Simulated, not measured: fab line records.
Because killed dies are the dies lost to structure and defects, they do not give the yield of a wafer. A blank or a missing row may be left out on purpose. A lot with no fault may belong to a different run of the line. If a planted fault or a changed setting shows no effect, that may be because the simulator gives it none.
Which tool was responsible? | flow nand harc | 12 lots with 36 wafers sampled at 5 steps, on a route of 1302 steps

## WHAT THE GAUGES READ, wafer by wafer
NHARC_P_ZERO_WELL_CD_MEAS_11: target cd 500 nm.
lot  | measured     | on        | cd nm (nm)
L561 | day 1 21:16  | cd sem-02 | 494.5 499.8 498.0
L562 | day 2 07:14  | cd sem-02 | 500.5 496.2 503.2
L563 | day 2 17:08  | cd sem-01 | 502.8 500.8 498.4
L564 | day 3 03:14  | cd sem-01 | 499.1 499.2 494.6
L565 | day 3 13:29  | cd sem-03 | 494.0 494.9 499.0
L566 | day 3 23:15  | cd sem-01 | 494.5 496.9 499.5
L569 | day 5 05:14  | cd sem-02 | 500.7 498.8 498.0
L572 | day 6 11:14  | cd sem-01 | 499.8 496.7 502.1
L576 | day 8 03:15  | cd sem-01 | 496.0 495.2 498.9
L577 | day 8 13:07  | cd sem-01 | 499.5 501.0 496.9
L583 | day 11 01:08 | cd sem-02 | 502.9 496.1 500.8
L584 | day 11 11:14 | cd sem-01 | 495.9 495.3 495.6

NHARC_P_STI_OVL_MEAS_10.
lot  | measured     | on         | overlay x nm (nm) | overlay y nm (nm)
L561 | day 2 20:46  | overlay-01 | -6 -6 -6          | -7 -6 -7
L562 | day 3 07:04  | overlay-01 | 2 3 3             | -3 -3 -3
L563 | day 3 17:01  | overlay-02 | -1 -1 -1          | 10 10 10
L564 | day 4 03:11  | overlay-02 | 1 0 0             | 16 16 16
L565 | day 4 12:54  | overlay-01 | 7 7 7             | 5 6 6
L566 | day 4 20:47  | overlay-02 | 5 5 5             | -4 -5 -5
L569 | day 6 04:31  | overlay-01 | 7 7 7             | 0 0 0
L572 | day 7 08:51  | overlay-02 | -6 -7 -7          | -15 -14 -14
L583 | day 12 01:38 | overlay-01 | 2 2 2             | 1 1 1
L584 | day 12 10:16 | overlay-02 | 4 5 5             | -1 0 0

NHARC_END_SORT_01.
lot  | measured     | on        | killed at array | killed at other | killed at periphery | killed dies | killed open | killed short
L572 | day 29 02:49 | prober-01 | 58              | 0               | 6                   | 64          | 3           | 2
L576 | day 30 09:46 | prober-02 | 64 42 50        | 0 0 2           | 613 635 625         | 677 677 677 | 5 2 4       | 1 2 2
L577 | day 31 19:11 | prober-01 | 60 38 50        | 2 0 1           | 615 639 626         | 677 677 677 | 7 6 4       | 1 2 4

## WHICH TOOL RAN EACH LOT (tool, then ch and the chambers of the sampled wafers, then the start)
lot  | NHARC_P_ZERO_WELL_ETCH_65          | NHARC_P_ZERO_WELL_ETCH_62
L561 | rie diel-01 ch 0,2,3, day 1 21:35  | rie diel-01 ch 0,2, day 1 21:41
L562 | rie diel-07 ch 1,3, day 2 07:31    | rie diel-07 ch 1,3, day 2 07:38
L563 | rie diel-01 ch 0,2, day 2 17:23    | rie diel-01 ch 2,3, day 2 17:28
L564 | rie diel-13 ch 0,1,3, day 3 03:29  | rie diel-13 ch 0,2,3, day 3 03:40
L565 | rie diel-01 ch 2,3, day 3 13:43    | rie diel-01 ch 0,3, day 3 13:49
L566 | rie diel-13 ch 1,2,3, day 3 23:37  | rie diel-13 ch 1,2,3, day 3 23:46
L569 | rie diel-01 ch 1,2,3, day 5 05:30  | rie diel-01 ch 0,3, day 5 05:47
L572 | rie diel-07 ch 0,2, day 6 11:29    | rie diel-07 ch 0,1, day 6 11:35
L576 | rie diel-01 ch 0,2,3, day 8 03:29  | rie diel-01 ch 1,3, day 8 03:35
L577 | rie diel-07 ch 0,1,2, day 8 13:21  | rie diel-07 ch 0,1,2, day 8 13:27
L583 | rie diel-01 ch 0,1,3, day 11 01:23 | rie diel-01 ch 0,1, day 11 01:28
L584 | rie diel-13 ch 0,2,3, day 11 11:29 | rie diel-13 ch 0,1,2, day 11 11:35
- NHARC_P_ZERO_WELL_ETCH_65: etches the open film in N2/H2, target depth 80 nm, overetch 24 nm, time 87.88 s.
- NHARC_P_ZERO_WELL_ETCH_62: etches the open film in CHF3/Ar, target depth 13 nm, time 6.5 s.

## WHAT THE TOOLS THEMSELVES READ (means of the sampled wafers that have a number; where no wafer has one, the mark that the record gives instead)
NHARC_P_ZERO_WELL_ETCH_65.
lot  | tool        | bias w (W) | chamber pressure mTorr (mTorr) | drypump motor current A (A) | oes product au (a.u.) | rf vpp V (V) | showerhead plenum p Torr (Torr) | throttle valve pct (%)
L561 | rie diel-01 | 150.3      | 29.999                         | 5.7                         | 1.003                 | 430.8        | 2.04                            | 14.174
L562 | rie diel-07 | 150.4      | 29.997                         | 5.9                         | 1.005                 | 432.6        | 2.11                            | 14.173
L563 | rie diel-01 | 149.8      | 30.002                         | 6.0                         | 1.020                 | 430.9        | 2.03                            | 14.181
L564 | rie diel-13 | 149.6      | 29.993                         | 5.8                         | 1.002                 | 431.4        | 2.06                            | 14.168
L565 | rie diel-01 | 149.8      | 29.997                         | 5.5                         | 1.013                 | 430.4        | 2.05                            | 14.168
L566 | rie diel-13 | 150.2      | 29.987                         | 5.9                         | 1.007                 | 430.7        | 2.02                            | 14.178
L569 | rie diel-01 | 149.5      | 29.986                         | 5.2                         | 1.002                 | 431.4        | 2.06                            | 14.176
L572 | rie diel-07 | 150.0      | 29.996                         | 6.0                         | 0.995                 | 430.8        | 2.07                            | 14.172
L576 | rie diel-01 | 149.7      | 30.015                         | 5.7                         | 1.007                 | 430.5        | 2.03                            | 14.158
L577 | rie diel-07 | 150.0      | 29.992                         | 6.0                         | 0.994                 | 432.5        | 2.10                            | 14.177
L583 | rie diel-01 | 150.5      | 30.001                         | 5.6                         | 1.007                 | 429.5        | 2.01                            | 14.165
L584 | rie diel-13 | 149.7      | 30.016                         | 5.8                         | 0.995                 | 429.3        | 2.03                            | 14.181

NHARC_P_ZERO_WELL_ETCH_62.
lot  | tool        | bias w (W) | chamber pressure mTorr (mTorr) | drypump motor current A (A) | oes product au (a.u.) | rf vpp V (V) | showerhead plenum p Torr (Torr) | throttle valve pct (%)
L561 | rie diel-01 | 199.8      | 25.017                         | 5.6                         | 0.962                 | 371.7        | 2.36                            | 20.212
L562 | rie diel-07 | 199.6      | 24.997                         | 5.4                         | 0.960                 | 372.1        | 2.40                            | 20.213
L563 | rie diel-01 | 200.1      | 24.984                         | 5.5                         | 0.990                 | 370.6        | 2.36                            | 20.219
L564 | rie diel-13 | 200.0      | 25.002                         | 5.8                         | 0.979                 | 371.0        | 2.36                            | 20.217
L565 | rie diel-01 | 200.1      | 24.960                         | 5.8                         | 0.995                 | 369.6        | 2.34                            | 20.211
L566 | rie diel-13 | 199.1      | 25.002                         | 5.9                         | 0.952                 | 369.7        | 2.33                            | 20.223
L569 | rie diel-01 | 199.3      | 25.012                         | 5.8                         | 0.972                 | 371.0        | 2.33                            | 20.221
L572 | rie diel-07 | 199.2      | 25.015                         | 6.0                         | 0.970                 | 373.4        | 2.45                            | 20.218
L576 | rie diel-01 | -          | -                              | -                           | -                     | -            | -                               | -
L577 | rie diel-07 | -          | -                              | -                           | -                     | -            | -                               | -
L583 | rie diel-01 | 199.6      | 25.000                         | 5.8                         | 0.974                 | 369.1        | 2.30                            | 20.218
L584 | rie diel-13 | 200.0      | 24.996                         | 5.7                         | 0.964                 | 370.1        | 2.33                            | 20.208

## THE ANSWER, worked out from the rows above alone
Rule: usual is defined by the lots themselves. The widest of any qualifying gaps counts: lots, ordered by their means at a reading, are off when they make up no more than a third of the lots, leave a main group of 4 or more, and stand apart from it by 3 or more times the standard deviation of that group's means. A main group whose means are all the same, to the digits that the tables above print for the reading, isn't used. Also off: a lot with no number at a reading for which 4 or more lots have one. The other lots that the step has rows for count as sound. First the gauges in route order, then the tools' own readings, where a lot's mean is used as printed above. At the first step where some lot is off, the reading lying furthest off is the one used; lots without a number count as furthest.
Off: L576, L577 (NHARC_P_ZERO_WELL_ETCH_62, bias w). Without a number there: L576, L577. Main group: mean 199.7 W, sd 0.36.
A tool fits if, at that step or a process step before it, it ran every lot that is off, and no sound lot after the first of them. No candidate that was tried fits.

## WHAT THE SIMULATOR PUT IN
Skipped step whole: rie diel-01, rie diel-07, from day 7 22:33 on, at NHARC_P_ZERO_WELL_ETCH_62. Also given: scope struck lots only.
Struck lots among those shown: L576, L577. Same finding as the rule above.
